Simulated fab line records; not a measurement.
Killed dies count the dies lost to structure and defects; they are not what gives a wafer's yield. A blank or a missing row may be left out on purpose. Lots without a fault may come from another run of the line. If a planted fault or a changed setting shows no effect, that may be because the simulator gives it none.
Lot-split experiment | flow n5-finfet | 7 lots, 21 wafers read, on a route of 1938 steps

THE SPLIT
At N5_BEOL_M12_CMP_49 (polishes, stops on SiOC, t overpolish 20.6 s, target thk 320 nm), the setting down-force-psi was moved away from the recipe's 1 psi on 9 of the 21 wafers read, by -18.8% to +17.0%. All remaining wafers had this setting at the recipe value.

The reading comes from the split's own step.

THE READING
barrier-field-endpoint-s, in s, at N5_BEOL_M12_CMP_49 (polishes, stops on SiOC, t overpolish 20.6 s, target thk 320 nm). Typical for fault-free wafers on this fab line: 30.3 s, with standard deviation 0.72 s.

wafer  | tool, chamber at the split | down-force-psi as run, psi | against the recipe | barrier-field-endpoint-s, s | against lot-mates on the recipe
L080.3 | cmp-02, 1                  | 1                          | recipe             | 30.2                        | -
L080.1 | cmp-02, 2                  | 1                          | recipe             | 31.0                        | -
L080.5 | cmp-02, 1                  | 0.8506                     | -14.9%             | 36.6                        | +6.0
L083.4 | cmp-04, 1                  | 1                          | recipe             | 30.3                        | -
L083.6 | cmp-04, 3                  | 1                          | recipe             | 30.2                        | -
L083.5 | cmp-04, 0                  | 1                          | recipe             | 29.1                        | -
L086.4 | cmp-04, 1                  | 1                          | recipe             | 29.2                        | -
L086.5 | cmp-04, 3                  | 1                          | recipe             | 29.3                        | -
L086.6 | cmp-04, 0                  | 1.133                      | +13.3%             | 26.8                        | -2.4
L090.3 | cmp-03, 1                  | 1                          | recipe             | 30.5                        | -
L090.4 | cmp-03, 3                  | 0.8202                     | -18.0%             | 37.2                        | +6.7
L090.2 | cmp-03, 0                  | 0.8202                     | -18.0%             | 37.6                        | +7.1
L093.1 | cmp-03, 0                  | 0.8116                     | -18.8%             | 35.4                        | +5.1
L093.2 | cmp-03, 2                  | 1                          | recipe             | 30.6                        | -
L093.5 | cmp-03, 0                  | 1                          | recipe             | 30.0                        | -
L096.1 | cmp-04, 0                  | 1.17                       | +17.0%             | 25.9                        | no lot-mate on the recipe
L096.2 | cmp-04, 1                  | 1.17                       | +17.0%             | 25.4                        | no lot-mate on the recipe
L096.3 | cmp-04, 2                  | 1.17                       | +17.0%             | 25.7                        | no lot-mate on the recipe
L097.3 | cmp-02, 1                  | 1                          | recipe             | 30.7                        | -
L097.4 | cmp-02, 3                  | 1.085                      | +8.5%              | 28.1                        | -2.8
L097.5 | cmp-02, 1                  | 1                          | recipe             | 31.0                        | -

FIT RESULTS
A straight line over all 21 wafers: barrier-field-endpoint-s changes by -0.319 s for each +1% of down-force-psi; r = -0.97; the points scatter about the line by 0.84 s.
The same after taking each lot's own level away (the mean of its wafers on the recipe; 18 wafers): -0.325 s for each +1%; r = -0.97; scatter 0.74 s.
According to that fit, moving down-force-psi by its largest amount changes the reading by 6.1 s.
Measured against the standard deviation above, the lots' own levels, which go from 29.25 to 30.85 s, span 2.2 times it.
Consequently the slope shifts little with the lot-to-lot level, the two slopes agreeing.
Check: +6.77 s against its lot-mates is what the line predicts for one of the wafers moved furthest among these (-18.8%) when that wafer is left out of the fit. It came out at +5.1 s against them.
Tool readings at the split's step, against how far the setting was moved: barrier-field-endpoint-s r = -0.97.

FURTHER SPLITS ON THESE WAFERS
Before the reading, these wafers also passed through other splits. Each is held against what the fit with the lots' levels taken away leaves over:
other split on the same wafers   | wafers away from the commonest value | r with barrier-field-endpoint-s (lot level and that fit taken away)
N5_BEOL_M9_TRENCH_ETCH_37 bias-w | 2                                    | -0.10
N5_BEOL_M11_PECVD_70 time-s      | 7                                    | +0.10
N5_BEOL_M11_COAT_05 spin-rpm     | 9                                    | +0.04
N5_BEOL_M11_DESCUM_16 time-s     | 6                                    | -0.27
N5_BEOL_M11_COAT_63 spin-rpm     | 5                                    | +0.09

THE FILE'S OWN FIT
barrier-field-endpoint-s changes by -0.319 s for each +1% of down-force-psi, r = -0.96.
